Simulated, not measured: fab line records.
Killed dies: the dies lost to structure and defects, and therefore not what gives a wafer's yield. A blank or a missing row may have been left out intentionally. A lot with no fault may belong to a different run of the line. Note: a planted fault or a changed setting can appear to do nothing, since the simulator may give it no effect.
Chamber matching ; flow n5_finfet ; N5_BEOL_M9_DEP_56 on pecvd-04 has 3 sister chambers
The step deposits SiCN from 3MS/NH3, target thk 15 nm, time 26.5 s. 6 wafers are shown with their chamber, then 9 later ones without.

WAFERS WITH THEIR CHAMBER
wafer;chamber;throttle_valve_pct (%);showerhead_plenum_p_Torr (Torr)
L086.1;0;9.3;3.642
L086.2;1;10.5;3.656
L086.4;2;8.2;3.644
L089.1;2;8.5;3.650
L089.4;1;10.4;3.668
L089.6;0;9.3;3.636

WAFERS WHOSE CHAMBER IS MISSING
wafer;throttle_valve_pct (%);showerhead_plenum_p_Torr (Torr)
L093.1;10.8;3.667
L093.5;9.3;3.636
L093.6;10.8;3.669
L094.2;8.5;3.661
L094.3;9.2;3.632
L094.5;8.4;3.656
L097.2;10.5;3.667
L097.3;8.4;3.661
L097.6;9.2;3.643

CHAMBER TAKEN BY EACH
wafer;from the rows above;in truth
L093.1;1;1
L093.5;0;0
L093.6;1;1
L094.2;2;2
L094.3;0;0
L094.5;2;2
L097.2;1;1
L097.3;2;2
L097.6;0;0
9 of 9 placed correctly. From these rows, 0 cannot be placed. 0 placed wrongly.
How it was worked out, from the rows above alone: a wafer's distance from a chamber is the root of the sum, over the readings, of the square of ((its reading less the chamber's mean) divided by the reading's scatter). The wafer belongs to the nearest chamber; if the next one is less than 2 further off, it can't be placed. Each chamber's mean is taken over the wafers shown for it. The scatter: take each reading less its chamber's mean, square it, sum over the shown wafers, divide by the number of wafers less the number of chambers, and take the root.
